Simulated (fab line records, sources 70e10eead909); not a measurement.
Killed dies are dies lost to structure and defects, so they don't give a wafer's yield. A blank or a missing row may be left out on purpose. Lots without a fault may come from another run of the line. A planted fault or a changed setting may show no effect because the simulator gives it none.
Tool commonality check | flow nand_harc | 13 lots, 39 wafers sampled

WHY IT WAS OPENED
At NHARC_A_SOURCE_PLATE_THK_MEAS_09 the reading thk_nm is flagged on 2 of 13 lots. Wafers without a fault read 9.7 nm, standard deviation 0.89.
Rule: a lot is flagged when every wafer of it that has a number lies more than 4 standard deviations from that mean, or none has a number. The other lots count as sound.

lot  | measured     | on            | thk_nm (nm), wafer by wafer | flag
L966 | day 6 16:25  | film_metro-01 | 9.5 9.0 10.3                |
L970 | day 7 17:20  | film_metro-02 | 10.2 10.5 10.6              |
L968 | day 7 17:20  | film_metro-01 | 10.2 10.0 9.1               |
L971 | day 8 12:55  | film_metro-01 | 9.5 9.8 8.6                 |
L972 | day 8 17:09  | film_metro-02 | 15.2 15.1 16.6              | FLAGGED
L974 | day 9 02:41  | film_metro-01 | 15.2 15.2 16.9              | FLAGGED
L976 | day 10 01:58 | film_metro-01 | 10.1 10.8 10.5              |
L982 | day 10 22:32 | film_metro-02 | 7.3 11.4 8.9                |
L983 | day 10 22:32 | film_metro-01 | 8.5 8.7 9.3                 |
L984 | day 11 10:27 | film_metro-01 | 9.3 9.2 10.1                |
L988 | day 12 04:04 | film_metro-02 | 10.3 10.3 10.2              |
L987 | day 12 04:04 | film_metro-01 | 8.5 9.7 8.6                 |
L989 | day 13 06:58 | film_metro-02 | 10.3 9.6 8.5                |
The numbers of the flagged lots are 15.7 nm on average: +6.0 nm against the usual, or +7 standard deviations.

WHICH TOOL RAN EACH LOT
The record holds 2 process steps before the reading, out of a route of 1159 steps. In each cell: the tool, then ch and the chambers that the sampled wafers went through, then the start.
lot  | flag    | NHARC_P_BONDPAD_DEGAS_25     | NHARC_A_SOURCE_PLATE_OXIDE_02
L966 |         | pvd_sputter-02, day 6 04:34  | furnace-03 ch 0, day 6 12:22
L970 |         | pvd_sputter-01, day 7 08:40  | furnace-03 ch 0, day 7 13:15
L968 |         | pvd_sputter-03, day 7 05:36  | furnace-03 ch 0, day 7 13:15
L971 |         | pvd_sputter-02, day 7 23:56  | furnace-05 ch 0, day 8 08:55
L972 | FLAGGED | pvd_sputter-01, day 8 02:27  | furnace-05 ch 0, day 8 08:55
L974 | FLAGGED | pvd_sputter-01, day 8 07:58  | furnace-03 ch 0, day 8 15:44
L976 |         | pvd_sputter-01, day 9 15:10  | furnace-03 ch 0, day 9 21:55
L982 |         | pvd_sputter-03, day 10 11:04 | furnace-05 ch 0, day 10 18:34
L983 |         | pvd_sputter-02, day 10 13:37 | furnace-05 ch 0, day 10 18:34
L984 |         | pvd_sputter-03, day 10 23:18 | furnace-03 ch 0, day 11 06:22
L988 |         | pvd_sputter-01, day 11 16:14 | furnace-03 ch 0, day 12 00:00
L987 |         | pvd_sputter-03, day 11 17:00 | furnace-03 ch 0, day 12 00:00
L989 |         | pvd_sputter-02, day 12 18:38 | furnace-03 ch 0, day 13 02:56
What these steps do:
- NHARC_P_BONDPAD_DEGAS_25: time 60 s.
- NHARC_A_SOURCE_PLATE_OXIDE_02: material SiO2, target thk 10 nm, ox time 1362 s.
- NHARC_A_SOURCE_PLATE_THK_MEAS_09: measures by ellipsometry.

FLAGGED OVER TOTAL, TOOL BY TOOL (the gauges that took the reading come last)
step                             | tool           | lots run | flagged | share of the flagged lots | sound lots run after its first flagged lot
NHARC_P_BONDPAD_DEGAS_25         | pvd_sputter-01 | 5        | 2       | all                       | 2 (L976,L988)
NHARC_P_BONDPAD_DEGAS_25         | pvd_sputter-02 | 4        | 0       | none                      | -
NHARC_P_BONDPAD_DEGAS_25         | pvd_sputter-03 | 4        | 0       | none                      | -
NHARC_A_SOURCE_PLATE_OXIDE_02    | furnace-03     | 9        | 1       | some                      | 5 (L976,L984,L987,L988,L989)
NHARC_A_SOURCE_PLATE_OXIDE_02    | furnace-05     | 4        | 1       | some                      | 2 (L982,L983)
NHARC_A_SOURCE_PLATE_THK_MEAS_09 | film_metro-01  | 8        | 1       | some                      | 4 (L976,L983,L984,L987)
NHARC_A_SOURCE_PLATE_THK_MEAS_09 | film_metro-02  | 5        | 1       | some                      | 3 (L982,L988,L989)

WHAT THE TABLE ALLOWS
1 row of the table ran every flagged lot: pvd_sputter-01 at NHARC_P_BONDPAD_DEGAS_25.
- pvd_sputter-01 at NHARC_P_BONDPAD_DEGAS_25: 2 of its 5 lots flagged. Sound lots ran on it after the first flagged one (L976, L988), which a lasting fault on the whole tool wouldn't allow.
No row of the table ran every flagged lot and no sound lot after the first.

WHAT THE SIMULATOR HAD PUT IN
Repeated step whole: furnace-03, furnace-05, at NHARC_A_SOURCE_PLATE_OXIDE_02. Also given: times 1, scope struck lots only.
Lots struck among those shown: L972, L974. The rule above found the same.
